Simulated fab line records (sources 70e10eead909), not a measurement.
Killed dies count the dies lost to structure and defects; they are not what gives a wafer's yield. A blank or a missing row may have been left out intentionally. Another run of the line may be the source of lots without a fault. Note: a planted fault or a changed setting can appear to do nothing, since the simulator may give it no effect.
fab line records	flow nandHarc	part 2 of 2: steps 5 to 6 of 6
record lots=23	wafers=69	lastDay=24
route steps=1159 shown A_CHANNEL_FILL_D1@495 A_STAIRCASE@581
lots that met no fault: from a run of the same line without faults
startH: start of the lot's first displayed wafer, in hours after the record's first day	waitH: how many hours have passed since the lot's step before this one	" same as the row above	L1.1+2: a row that stands for several wafers	- no value present, or no start provided	* or withheld: withheld	< > ~ a bound
route shown NAME@n: names a module that has steps shown in the file, with the first one's number in the route	usual: average and standard deviation across the fault-free wafers	same: alike in all rows	chamber/n: place in a boat	sites: readings site by site	_std_site: how widely they spread, as a standard deviation	_edge_site: inner sites' mean taken away from outer sites' mean	radiusMm: how far each site lies from the wafer's centre	mask NAME#n: copy n	behind: tool/chamber where the wafer was last shaped	hold: why the lot was held/for how many hours/how that ended	device: transistor that didn't switch, given as n, p or np	end of line: tests run on the same wafers once the route is complete	where a step has no rows: the recipe by itself	killed: not the wafer's yield, but the dies lost to structure and defects at the first sort	map: per-die view of a wafer (x killed, . not killed, _ where there is no die)
set.NAME: the setting the step ran with; set.NAME@STEP: the setting that earlier step ran with	model.NAME: the simulator's own value behind a step, which no gauge read
a sample of lots followed through the steps of the route, with each step as a table and each wafer as a row
services: when a tool's chamber went out of use (startH, in hours from the record's first day, below 0 if earlier), for how many hours, and the reason
## steps
# step NHARC_A_STAIRCASE_ETCH_225
# recipe targetDepthA=1000	timeS=40.5	ionEnergyEv=400	c4f8FlowSccm=20	o2FlowSccm=10	arFlowSccm=withheld	rfW=600	biasW=1000	chemistry=C4F8/O2
# usual oesProductAu=0.940/0.011	rfVppV=898/5.2
lot.wafer	tool	chamber	startH	waitH	oesProductAu	rfHoursCounterH	rfVppV
L074.3	rieDiel-01	2	-	-	0.931	39	891
L074.1	"	0	"	"	0.932	37	901
L074.5	"	3	"	"	0.929	-	895
L076.2	rieDiel-11	3	-	-	0.935	20	889
L076.1	"	0	"	"	0.951	21	902
L076.5	"	2	"	"	0.929	-	905
L075.3	rieDiel-11	2	-	-	0.937	21	906
L075.2	"	3	"	"	0.933	21	889
L075.6	"	1	"	"	0.945	-	897
L078.2	rieDiel-06	3	-	-	0.932	2	903
L078.5	"	2	"	"	0.934	-	894
L078.6	"	3	"	"	0.934	-	903
L077.3	rieDiel-06	3	-	-	0.929	3	901
L077.4	"	0	"	"	0.944	3	895
L077.5	"	1	"	"	0.946	-	902
L080.2	rieDiel-11	3	-	-	0.930	30	889
L080.1	"	0	"	"	0.945	31	902
L080.6	"	1	"	"	0.932	-	898
L079.1	rieDiel-11	1	-	-	0.933	32	897
L079.4	"	0	"	"	0.951	31	901
L079.6	"	1	"	"	0.935	-	899
L083.3	rieDiel-06	0	-	-	0.933	15	894
L083.4	"	1	"	"	0.950	13	902
L083.6	"	0	"	"	0.932	-	892
L082.4	rieDiel-11	2	-	-	0.974	36	906
L082.3	"	3	"	"	0.959	35	890
L082.6	"	2	"	"	0.972	-	905
L081.1	rieDiel-06	1	-	-	0.931	15	904
L081.3	"	3	"	"	0.921	16	901
L081.6	"	1	"	"	0.935	-	903
L084.2	rieDiel-06	3	-	-	0.944	23	901
L084.3	"	1	"	"	0.942	26	902
L084.6	"	2	"	"	0.958	-	894
L087.1	rieDiel-06	0	-	-	0.941	33	894
L087.2	"	1	"	"	0.956	32	902
L087.3	"	2	"	"	0.935	30	893
L086.4	rieDiel-06	0	-	-	0.938	34	892
L086.2	"	1	"	"	0.936	33	903
L086.5	"	1	"	"	0.945	-	901
L089.4	rieDiel-11	3	-	-	0.936	54	889
L089.1	"	1	"	"	0.945	53	897
L089.5	"	3	"	"	0.926	-	889
L088.2	rieDiel-01	0	-	-	0.937	0	900
L088.5	"	1	"	"	0.931	-	907
L088.6	"	2	"	"	0.940	-	892
L091.1	rieDiel-06	0	-	-	0.951	41	893
L091.3	"	3	"	"	0.932	36	901
L091.5	"	1	"	"	0.948	-	902
L092.4	rieDiel-06	3	-	-	0.937	37	902
L092.1	"	0	"	"	0.933	42	893
L092.2	"	2	"	"	0.935	39	895
L090.1	rieDiel-01	0	-	-	0.954	3	900
L090.4	"	1	"	"	0.946	7	904
L090.2	"	2	"	"	0.948	8	890
L093.2	rieDiel-06	1	-	-	0.938	44	902
L093.3	"	2	"	"	0.938	41	893
L093.1	"	3	"	"	0.935	39	900
L094.3	rieDiel-06	3	-	-	0.945	44	901
L094.1	"	1	"	"	0.940	49	901
L094.5	"	2	"	"	0.948	-	894
L096.1	rieDiel-01	2	-	-	0.956	19	891
L096.4	"	1	"	"	0.948	18	906
L096.5	"	3	"	"	0.946	-	895
L097.3	rieDiel-06	2	-	-	0.923	52	893
L097.2	"	0	"	"	0.919	54	893
L097.1	"	1	"	"	0.925	53	903
L095.2	rieDiel-01	1	-	-	0.932	18	905
L095.4	"	3	"	"	0.941	19	893
L095.5	"	2	"	"	0.948	-	890
# step NHARC_A_STAIRCASE_TRIM_226
# recipe timeS=211.2	o2FlowSccm=500	arFlowSccm=0	biasW=0	chemistry=O2
# usual drypumpMotorCurrentA=5.7/0.41	oesProductAu=1.000/0.007	rfVppV=58.1/0.91	showerheadPlenumPTorr=3.59/0.13	throttleValvePct=17.036/0.0091
lot.wafer	tool	chamber	startH	waitH	drypumpMotorCurrentA	oesProductAu	rfHoursCounterH	rfVppV	showerheadPlenumPTorr	throttleValvePct
L074.1	rieDiel-01	3	-	-	5.8	1.003	40	56.4	3.50	17.047
L074.3	"	0	"	"	6.4	0.999	37	58.2	3.66	17.037
L074.5	"	2	"	"	5.7	1.007	-	57.0	3.40	17.049
L076.2	rieDiel-11	1	-	-	6.4	1.010	21	57.2	3.60	17.026
L076.1	"	2	"	"	5.5	1.011	21	59.7	3.80	17.052
L076.5	"	0	"	"	5.4	1.025	-	57.6	3.70	17.056
L075.3	rieDiel-11	0	-	-	5.5	1.008	22	58.0	3.70	17.022
L075.2	"	2	"	"	5.5	1.003	21	58.7	3.80	17.036
L075.6	"	0	"	"	5.5	1.012	-	58.3	3.70	17.041
L078.2	rieDiel-06	2	-	-	5.3	0.998	5	57.5	3.49	17.050
L078.5	"	2	"	"	5.3	1.003	-	57.6	3.49	17.031
L078.6	"	3	"	"	5.4	0.996	-	58.9	3.70	17.035
L077.4	rieDiel-06	0	-	-	6.3	0.982	3	56.9	3.47	17.027
L077.3	"	3	"	"	5.4	0.993	3	58.6	3.70	17.043
L077.5	"	0	"	"	6.3	0.994	-	57.2	3.47	17.033
L080.1	rieDiel-11	1	-	-	6.4	0.998	31	58.6	3.59	17.042
L080.2	"	0	"	"	5.5	1.000	31	57.1	3.69	17.020
L080.6	"	2	"	"	5.5	1.011	-	59.6	3.79	17.025
L079.1	rieDiel-11	0	-	-	5.5	1.001	31	58.7	3.69	17.055
L079.4	"	3	"	"	5.7	0.998	31	55.8	3.35	17.044
L079.6	"	1	"	"	6.4	0.990	-	58.8	3.59	17.024
L083.3	rieDiel-06	3	-	-	5.4	1.000	14	57.9	3.69	17.048
L083.4	"	0	"	"	6.3	0.989	15	56.8	3.46	17.024
L083.6	"	2	"	"	5.2	1.002	-	58.8	3.49	17.029
L082.4	rieDiel-11	2	-	-	5.5	1.013	36	58.3	3.79	17.041
L082.3	"	0	"	"	5.5	1.001	35	58.3	3.69	17.051
L082.6	"	1	"	"	6.4	0.997	-	58.4	3.59	17.029
L081.1	rieDiel-06	0	-	-	6.3	1.003	17	58.4	3.46	17.017
L081.3	"	1	"	"	5.4	1.002	15	59.0	3.72	17.033
L081.6	"	2	"	"	5.3	1.000	-	58.1	3.49	17.054
L084.2	rieDiel-06	2	-	-	5.3	1.005	25	59.2	3.48	17.050
L084.3	"	3	"	"	5.4	1.000	23	58.8	3.68	17.034
L084.6	"	0	"	"	6.3	0.993	-	57.7	3.45	17.049
L087.3	rieDiel-06	2	-	-	5.3	0.994	30	56.8	3.48	17.040
L087.1	"	3	"	"	5.4	0.989	29	57.3	3.68	17.035
L087.2	"	0	"	"	6.3	0.996	33	57.8	3.45	17.033
L086.2	rieDiel-06	0	-	-	6.3	1.000	34	59.7	3.45	17.033
L086.4	"	2	"	"	5.3	1.009	31	58.3	3.48	17.042
L086.5	"	0	"	"	6.3	1.002	-	58.6	3.45	17.046
L089.1	rieDiel-11	0	-	-	5.5	0.994	54	57.7	3.68	17.033
L089.4	"	3	"	"	5.7	0.993	54	57.8	3.34	17.045
L089.5	"	0	"	"	5.4	0.998	-	59.0	3.68	17.033
L088.2	rieDiel-01	0	-	-	6.4	0.998	0	58.6	3.64	17.038
L088.6	"	0	"	"	6.4	0.995	-	59.2	3.64	17.033
L088.5	"	1	"	"	5.9	1.001	-	58.6	3.81	17.031
L091.1	rieDiel-06	0	-	-	6.3	1.002	42	57.2	3.45	17.023
L091.3	"	1	"	"	5.5	0.993	41	58.7	3.70	17.030
L091.5	"	0	"	"	6.3	0.997	-	58.4	3.44	17.041
L092.1	rieDiel-06	0	-	-	6.3	0.992	43	57.1	3.45	17.027
L092.4	"	1	"	"	5.4	0.997	42	56.4	3.70	17.034
L092.2	"	3	"	"	5.3	0.999	37	59.5	3.68	17.034
L090.4	rieDiel-01	3	-	-	5.8	0.999	7	58.7	3.48	17.037
L090.1	"	0	"	"	6.4	1.008	3	58.1	3.64	17.038
L090.2	"	1	"	"	6.0	0.989	7	58.3	3.80	17.032
L093.3	rieDiel-06	1	-	-	5.4	1.006	44	59.0	3.70	17.026
L093.1	"	2	"	"	5.3	1.007	41	58.1	3.47	17.033
L093.2	"	0	"	"	6.3	0.998	45	58.1	3.44	17.036
L094.1	rieDiel-06	2	-	-	5.3	0.999	46	57.3	3.47	17.035
L094.3	"	0	"	"	6.3	0.986	50	58.1	3.44	17.025
L094.5	"	2	"	"	5.2	0.991	-	58.2	3.47	17.039
L096.1	rieDiel-01	3	-	-	5.8	1.011	18	58.0	3.48	17.011
L096.4	"	2	"	"	5.7	1.005	19	57.7	3.39	17.043
L096.5	"	0	"	"	6.4	1.008	-	58.0	3.64	17.034
L097.3	rieDiel-06	1	-	-	5.4	0.998	53	56.5	3.70	17.040
L097.2	"	2	"	"	5.3	0.996	52	58.6	3.47	17.023
L097.1	"	0	"	"	6.3	0.995	54	58.5	3.44	17.036
L095.4	rieDiel-01	0	-	-	6.4	0.997	14	59.5	3.64	17.050
L095.2	"	2	"	"	5.7	1.003	19	58.1	3.39	17.040
L095.5	"	0	"	"	6.4	0.999	-	59.0	3.64	17.034
## services
tool	chamber	startH	hours	kind
rieDiel-07	2	172.16	5.7	repair
rieDiel-11	2	176.26	7.8	repair
rieDiel-06	2	176.55	5.8	repair
rieDiel-01	0	178.42	4.6	repair
rieDiel-11	-	189.50	9.0	pm
rieDiel-01	0	200.03	4.9	repair
rieDiel-03	3	208.45	2.7	repair
rieDiel-03	-	215.30	9.0	pm
rieDiel-07	-	228.20	9.0	pm
rieDiel-01	3	229.49	2.7	repair
rieDiel-06	0	233.51	3.0	repair
rieDiel-06	-	241.20	9.0	pm
rieDiel-07	2	245.51	4.1	repair
rieDiel-01	3	246.64	8.8	repair
rieDiel-06	1	271.27	7.5	repair
rieDiel-03	3	277.22	1.8	repair
rieDiel-11	1	295.55	5.4	repair
rieDiel-08	-	301.80	9.0	pm
rieDiel-03	2	305.16	1.2	repair
rieDiel-01	0	310.45	24.0	repair
rieDiel-01	-	314.83	9.0	pm
aldSinBatch-03	-	316.61	26.0	pm
rieDiel-03	2	364.58	3.6	repair
rieDiel-11	-	366.50	9.0	pm
